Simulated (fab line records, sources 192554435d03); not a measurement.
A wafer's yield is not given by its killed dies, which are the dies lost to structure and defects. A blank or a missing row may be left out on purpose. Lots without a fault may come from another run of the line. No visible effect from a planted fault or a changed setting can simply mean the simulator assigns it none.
Split-lot study	flow n5_finfet	route with 1938 steps; 7 lots, 21 wafers read

== ON THE SPLIT ==
At N5_GATE_CUT_DESCUM_18 (chemistry O2, time 7 s), the setting time_s was moved away from the recipe's 7 s on 6 of the 21 wafers read, by -21.2% to +22.0%. For the rest of the wafers, this setting stayed at what the recipe calls for.

== FROM SPLIT TO READING: 1 step shown by the file between the two ==
- N5_GATE_CUT_ETCH_28: etches underlayer in N2/H2, target depth 13 nm, time 10.4 s

== THE READING ==
CAR-EUV_of_GATE_CUT_COAT_07.thk_nm (the simulator's own value, which no gauge read), in nm, at N5_GATE_CUT_ETCH_36 (etches SiARC in CF4, target depth 13 nm, time 21.7 s). The file gives no usual value for it. The 15 wafers here that ran the recipe average 6.9 nm, standard deviation 0.088 nm.

wafer	tool, chamber at the split	time_s as run, s	against the recipe	CAR-EUV_of_GATE_CUT_COAT_07.thk_nm, nm	against lot-mates on the recipe
L074.2	rie_diel-04, 2	7	recipe	6.8	-
L074.3	rie_diel-04, 3	8.541	+22.0%	6.2	-0.6
L074.5	rie_diel-04, 2	8.541	+22.0%	6.2	-0.6
L076.1	rie_diel-01, 0	7	recipe	7	-
L076.4	rie_diel-01, 3	7	recipe	7	-
L076.6	rie_diel-01, 0	7.79	+11.3%	6.6	-0.4
L077.1	rie_diel-04, 0	7	recipe	6.8	-
L077.4	rie_diel-04, 3	7	recipe	7	-
L077.6	rie_diel-04, 3	7	recipe	7	-
L081.3	rie_diel-03, 2	7	recipe	7	-
L081.4	rie_diel-03, 0,1	7	recipe	7	-
L081.5	rie_diel-03, 0,1	7	recipe	7	-
L092.1	rie_diel-03, 2	6.046	-13.6%	7.4	+0.4
L092.4	rie_diel-03, 3	7	recipe	7	-
L092.6	rie_diel-03, 2	6.046	-13.6%	7.4	+0.4
L094.2	rie_diel-03, 0	7	recipe	7	-
L094.5	rie_diel-03, 0	7	recipe	7	-
L094.6	rie_diel-03, 3	5.519	-21.2%	7.6	+0.6
L097.1	rie_diel-04, 3	7	recipe	7	-
L097.3	rie_diel-04, 0,2	7	recipe	6.8	-
L097.5	rie_diel-04, 0,2	7	recipe	6.8	-
Rows listing several chambers each stand for several wafers; the file does not say which wafer went through which chamber.

FIT RESULTS
A straight line over all 21 wafers: CAR-EUV_of_GATE_CUT_COAT_07.thk_nm changes by -0.0329 nm for each +1% of time_s; r = -0.97; the points scatter about the line by 0.08 nm.
The same after taking each lot's own level away (the mean of its wafers on the recipe; 21 wafers): -0.0285 nm for each +1%; r = -0.98; scatter 0.057 nm.
The reading moves by 0.63 nm for the largest change in time_s, on that fit.
From 6.80 to 7.00 nm: that is the span of the lots' own levels, equal to 2.3 times the standard deviation above.
In other words, the slope is changed by the lot-to-lot level; the two fits disagree.
Check: for one of the wafers moved furthest among these (+22.0%), held out of the fit, the line's prediction against its lot-mates is -0.638 nm. Against them it came out at -0.6 nm.

== THE OTHER SPLITS THESE WAFERS WENT THROUGH ==
Other splits were also applied to these wafers ahead of the reading. Each is held against what the fit with the lots' levels taken away leaves over:
other split on the same wafers	wafers away from the commonest value	r with CAR-EUV_of_GATE_CUT_COAT_07.thk_nm (lot level and that fit taken away)
N5_SD_EPI_P_EXPOSE_06 dose_mj	2	+0.00
N5_SDB_EXPOSE_08 dose_mj	5	+0.04
N5_HKMG_FIN_DESCUM_17 time_s	10	+0.07
N5_HKMG_FIN_ETCH_32 source_w	7	-0.22
N5_GATE_CUT_EXPOSE_10 dose_mj	4	+0.27

== THE WHOLE CHAIN: every reading that the file lists as answering this split, in the file's order ==
step	what it does	reading	change (the file's fit)	r (the file's)
N5_GATE_CUT_DESCUM_18	chemistry O2, time 7 s	CAR-EUV_of_GATE_CUT_COAT_07.thk_nm (the simulator's own value, which no gauge read)	-0.0305 nm for each +1% of the setting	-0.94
N5_GATE_CUT_ETCH_28	etches underlayer in N2/H2, target depth 13 nm, time 10.4 s	CAR-EUV_of_GATE_CUT_COAT_07.thk_nm (the simulator's own value, which no gauge read)	-0.0313 nm for each +1% of the setting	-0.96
N5_GATE_CUT_ETCH_36	etches SiARC in CF4, target depth 13 nm, time 21.7 s	CAR-EUV_of_GATE_CUT_COAT_07.thk_nm (the simulator's own value, which no gauge read)	-0.0288 nm for each +1% of the setting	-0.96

== THE FILE'S OWN FIT ==
CAR-EUV_of_GATE_CUT_COAT_07.thk_nm changes by -0.0288 nm for each +1% of time_s, r = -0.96.
